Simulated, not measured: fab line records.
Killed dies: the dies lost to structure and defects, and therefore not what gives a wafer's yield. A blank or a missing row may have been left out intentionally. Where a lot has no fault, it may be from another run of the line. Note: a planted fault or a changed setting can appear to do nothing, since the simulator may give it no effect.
Split-lot study -- flow n5Finfet -- route with 1938 steps; 7 lots, 21 wafers read

## THE SPLIT ITSELF
At N5_BEOL_M12_ILD_DEP_00 (deposits SiOC from DEMS/O2, target thk 658.92 nm, time 130.7 s), the setting timeS was moved away from the recipe's 130.7 s on 9 of the 21 wafers read, by -4.6% to +11.8%. All remaining wafers had this setting at the recipe value.

No step appears in the file between the split and the reading.

## THE READING
At N5_BEOL_M12_THK_MEAS_01: M12_ILD_THK, given in nm. A value of 659 nm with a standard deviation of 9.3 nm is what fault-free wafers of this fab line usually give.

wafer,"tool, chamber at the split","timeS as run, s",against the recipe,"M12_ILD_THK, nm",against lot-mates on the recipe
L077.2,"pecvd-03, 0",130.7,recipe,644,-
L077.3,"pecvd-03, 1",130.7,recipe,638,-
L077.5,"pecvd-03, 1",130.7,recipe,655,-
L080.2,"pecvd-01, 2",130.7,recipe,659,-
L080.4,"pecvd-01, 2",130.7,recipe,661,-
L080.6,"pecvd-01, 2",130.7,recipe,670,-
L083.3,"pecvd-02, 1",130.7,recipe,646,-
L083.5,"pecvd-02, 1",144,+10.2%,731,+85
L083.6,"pecvd-02, 2",144,+10.2%,718,+72
L090.1,"pecvd-02, 1",136.8,+4.7%,694,+28
L090.3,"pecvd-02, 2",136.8,+4.7%,680,+14
L090.6,"pecvd-02, 0",130.7,recipe,666,-
L095.1,"pecvd-01, 1",130.7,recipe,638,-
L095.2,"pecvd-01, 2",130.7,recipe,658,-
L095.5,"pecvd-01, 2",130.7,recipe,665,-
L096.2,"pecvd-02, 0",146.1,+11.8%,741,+73
L096.3,"pecvd-02, 1",130.7,recipe,668,-
L096.6,"pecvd-02, 2",146.1,+11.8%,748,+80
L097.1,"pecvd-03, 1",124.7,-4.6%,619,no lot-mate on the recipe
L097.2,"pecvd-03, 2",124.7,-4.6%,616,no lot-mate on the recipe
L097.3,"pecvd-03, 0",124.7,-4.6%,614,no lot-mate on the recipe

THE FIT
A straight line over all 21 wafers: M12_ILD_THK changes by +7.42 nm for each +1% of timeS; r = +0.97; the points scatter about the line by 9.8 nm.
The same after taking each lot's own level away (the mean of its wafers on the recipe; 18 wafers): +6.89 nm for each +1%; r = +0.97; scatter 8.8 nm.
The reading moves by 81 nm for the largest change in timeS, on that fit.
The span of the lots' own levels, 645.7 to 668.0 nm, comes to 2.4 times the standard deviation stated above.
The two slopes agree, so the slope changes little with the lot-to-lot level.
Check: for one of the wafers moved furthest among these (+11.8%), held out of the fit, the line's prediction against its lot-mates is +83 nm. It came out at +73 nm against them.

## OTHER SPLITS ON THESE WAFERS
Before the reading, these wafers also passed through other splits. Each is held against what the fit with the lots' levels taken away leaves over:
other split on the same wafers,wafers away from the commonest value,r with M12_ILD_THK (lot level and that fit taken away)
N5_BEOL_M10_EXPOSE_08 doseMj,4,-0.22

## THE WHOLE CHAIN: every reading that the file lists as answering this split, in the file's order
step,what it does,reading,change (the file's fit),r (the file's)
N5_BEOL_M12_ILD_DEP_00,"deposits SiOC from DEMS/O2, target thk 658.92 nm, time 130.7 s","SiOC_of_BEOL_M12_ILD_DEP_00.thkNm (the simulator's own value, which no gauge read)",+6.75 nm for each +1% of the setting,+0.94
N5_BEOL_M12_THK_MEAS_01,,M12_ILD_THK,+6.77 for each +1% of the setting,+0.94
N5_BEOL_M12_VIA_ETCH_16,"etches SiOC in C4F8/O2/Ar, target depth 724.8 nm","etch.depthNm (the simulator's own value, which no gauge read)",+6.75 nm for each +1% of the setting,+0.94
N5_BEOL_M12_VIA_ETCH_16,"etches SiOC in C4F8/O2/Ar, target depth 724.8 nm","coat_of_BEOL_M12_COAT_04.thkNm (the simulator's own value, which no gauge read)",-1.96 nm for each +1% of the setting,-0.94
N5_BEOL_M12_STRIP_63,strips in N2/H2,stripTimeToEndpointS,withheld for each +1% of the setting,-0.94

## THE FILE'S OWN FIT
M12_ILD_THK changes by +6.77 nm for each +1% of timeS, r = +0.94.
